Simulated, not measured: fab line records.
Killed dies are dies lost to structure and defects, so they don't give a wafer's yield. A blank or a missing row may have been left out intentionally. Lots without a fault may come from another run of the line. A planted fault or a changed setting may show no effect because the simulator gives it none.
Lot-split experiment | flow n5_finfet | on a route of 1938 steps: 7 lots, 39 wafers read

== THE SPLIT ==
At N5_BEOL_M5_VIA_ETCH_34 (etches SiCOH lowk in C4F6/O2, target depth 88.3 nm, time 39.2 s), the setting target_depth_a was moved away from the recipe's 883 angstrom on 9 of the 39 wafers read, by -56.6% to -22.6%. All remaining wafers had this setting at the recipe value.

Reading taken at the split's own step.

== THE READING ==
SOC_of_BEOL_M5_COAT_65.thk_nm (the simulator's own value, which no gauge read), in nm, at N5_BEOL_M5_VIA_ETCH_34 (etches SiCOH lowk in C4F6/O2, target depth 88.3 nm, time 39.2 s). The file does not state a usual value for it. The 30 wafers here that ran the recipe average 55.8 nm, standard deviation 0.25 nm.

wafer  | tool, chamber at the split | target_depth_a as run, angstrom | against the recipe | SOC_of_BEOL_M5_COAT_65.thk_nm, nm | against lot-mates on the recipe
L078.1 | rie_diel-01, 1             | 883                             | recipe             | 55.8                              | -
L078.2 | rie_diel-01, 3             | 883                             | recipe             | 55.6                              | -
L078.3 | rie_diel-01, 2             | 666.1                           | -24.6%             | 56.8                              | +1.1
L078.4 | rie_diel-01, 1             | 666.1                           | -24.6%             | 56.8                              | +1.1
L078.5 | rie_diel-01, 2             | 666.1                           | -24.6%             | 56.6                              | +0.9
L078.6 | rie_diel-01, 3             | 883                             | recipe             | 55.6                              | -
L079.4 | rie_diel-01, 3             | 883                             | recipe             | 56.2                              | -
L079.5 | rie_diel-01, 2             | 883                             | recipe             | 56                                | -
L079.6 | rie_diel-01, 1             | 883                             | recipe             | 56                                | -
L086.1 | rie_diel-05, 2             | 683.8                           | -22.6%             | 56.8                              | +0.8
L086.2 | rie_diel-05, 3             | 883                             | recipe             | 55.8                              | -
L086.3 | rie_diel-05, 0             | 683.8                           | -22.6%             | 56.8                              | +0.8
L086.4 | rie_diel-05, 1             | 683.8                           | -22.6%             | 56.8                              | +0.8
L086.5 | rie_diel-05, 2             | 883                             | recipe             | 56                                | -
L086.6 | rie_diel-05, 1             | 883                             | recipe             | 56.2                              | -
L091.1 | rie_diel-01, 3             | 883                             | recipe             | 56                                | -
L091.2 | rie_diel-01, 1             | 883                             | recipe             | 56                                | -
L091.3 | rie_diel-01, 2             | 883                             | recipe             | 56                                | -
L091.4 | rie_diel-01, 0             | 883                             | recipe             | 55.8                              | -
L091.5 | rie_diel-01, 1             | 883                             | recipe             | 56                                | -
L091.6 | rie_diel-01, 0             | 883                             | recipe             | 56                                | -
L090.1 | rie_diel-04, 1             | 883                             | recipe             | 55.4                              | -
L090.2 | rie_diel-04, 3             | 883                             | recipe             | 55.4                              | -
L090.3 | rie_diel-04, 0             | 883                             | recipe             | 55.6                              | -
L090.4 | rie_diel-04, 1             | 883                             | recipe             | 55.4                              | -
L090.5 | rie_diel-04, 3             | 883                             | recipe             | 55.4                              | -
L090.6 | rie_diel-04, 0             | 883                             | recipe             | 55.4                              | -
L089.1 | rie_diel-04, 0             | 383.5                           | -56.6%             | 58.4                              | +2.5
L089.2 | rie_diel-04, 1             | 383.5                           | -56.6%             | 58.4                              | +2.5
L089.3 | rie_diel-04, 3             | 883                             | recipe             | 56                                | -
L089.4 | rie_diel-04, 0             | 383.5                           | -56.6%             | 58.4                              | +2.5
L089.5 | rie_diel-04, 3             | 883                             | recipe             | 55.8                              | -
L089.6 | rie_diel-04, 1             | 883                             | recipe             | 56                                | -
L096.1 | rie_diel-05, 3             | 883                             | recipe             | 55.6                              | -
L096.2 | rie_diel-05, 1             | 883                             | recipe             | 55.6                              | -
L096.3 | rie_diel-05, 0             | 883                             | recipe             | 56                                | -
L096.4 | rie_diel-05, 2             | 883                             | recipe             | 55.6                              | -
L096.5 | rie_diel-05, 1             | 883                             | recipe             | 55.6                              | -
L096.6 | rie_diel-05, 0             | 883                             | recipe             | 55.8                              | -

THE FIT
A straight line over all 39 wafers: SOC_of_BEOL_M5_COAT_65.thk_nm changes by -0.0452 nm for each +1% of target_depth_a; r = -0.96; the points scatter about the line by 0.23 nm.
The same after taking each lot's own level away (the mean of its wafers on the recipe; 39 wafers): -0.0428 nm for each +1%; r = -0.99; scatter 0.11 nm.
The reading moves by 2.4 nm for the largest change in target_depth_a, on that fit.
The span of the lots' own levels, 55.43 to 56.07 nm, comes to 2.6 times the standard deviation stated above.
So the lot-to-lot level changes the slope little: the two slopes agree.
Check: for one of the wafers moved furthest among these (-56.6%), held out of the fit, the line's prediction against its lot-mates is +2.4 nm. Against them it came out at +2.47 nm.

== FURTHER SPLITS ON THESE WAFERS ==
These wafers also went through other splits before the reading. Each is held against what the fit with the lots' levels taken away leaves over:
other split on the same wafers                 | wafers away from the commonest value | r with SOC_of_BEOL_M5_COAT_65.thk_nm (lot level and that fit taken away)
N5_ZERO_LAYER_PECVD_02 time_s                  | 12                                   | -0.01
N5_FIN_SAQP_PECVD_06 time_s                    | 6                                    | +0.04
N5_DUMMY_GATE_CVD_03 time_s                    | 30                                   | -0.08
N5_MOL_CONTACT_COAG_VIA_ETCH_46 target_depth_a | 12                                   | -0.03

== THE WHOLE CHAIN: every reading that the file lists as answering this split, in the file's order ==
step                   | what it does                                                    | reading                                                                        | change (the file's fit)                | r (the file's)
N5_BEOL_M5_VIA_ETCH_34 | etches SiCOH lowk in C4F6/O2, target depth 88.3 nm, time 39.2 s | etch.depth_nm (the simulator's own value, which no gauge read)                 | +0.904 nm for each +1% of the setting  | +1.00
N5_BEOL_M5_VIA_ETCH_34 | etches SiCOH lowk in C4F6/O2, target depth 88.3 nm, time 39.2 s | SOC_of_BEOL_M5_COAT_65.thk_nm (the simulator's own value, which no gauge read) | -0.0426 nm for each +1% of the setting | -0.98

== FILE'S OWN FIT ==
SOC_of_BEOL_M5_COAT_65.thk_nm changes by -0.0426 nm for each +1% of target_depth_a, r = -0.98.
